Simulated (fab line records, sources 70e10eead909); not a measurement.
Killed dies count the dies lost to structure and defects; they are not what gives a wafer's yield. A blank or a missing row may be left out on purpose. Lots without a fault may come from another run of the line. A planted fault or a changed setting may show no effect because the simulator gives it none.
Matching of chambers | flow nandHarc | rieDiel-07 running NHARC_A_STAIRCASE_DESCUM_186: 4 sister chambers
The step chemistry O2, time 3 s. 4 wafers are shown with their chamber, then 8 later ones without.

## EACH WAFER AND ITS CHAMBER
wafer  | chamber | drypumpMotorCurrentA (A)
L084.5 | 2       | 6.7
L091.2 | 0       | 5.3
L091.4 | 3       | 5.4
L095.2 | 1       | 6.3

## WAFERS WITHOUT THEIR CHAMBER
wafer  | drypumpMotorCurrentA (A)
L095.4 | 5.3
L095.6 | 6.3
L096.1 | 6.8
L096.3 | 6.3
L096.5 | 6.3
L097.2 | 6.7
L097.3 | 6.3
L097.4 | 5.3

## THE CHAMBER EACH PASSED THROUGH
wafer  | from the rows above | in truth
L095.4 | 0                   | 0
L095.6 | 1                   | 1
L096.1 | 2                   | 2
L096.3 | 1                   | 1
L096.5 | 1                   | 1
L097.2 | 2                   | 2
L097.3 | 1                   | 1
L097.4 | 0                   | 0
8 of 8 placed correctly. Not placeable from these rows: 0. Wrongly placed: 0.
How it was worked out, from the rows above alone: a wafer's distance from a chamber is the root of the sum, over the readings, of the square of ((its reading less the chamber's mean) divided by the reading's scatter). The wafer belongs to the nearest chamber; if the next one is less than 2 further off, it can't be placed. A chamber's mean is the mean of its shown wafers. The scatter: root of mean squared gap, hidden wafer to nearest shown wafer, with one shown wafer a chamber.
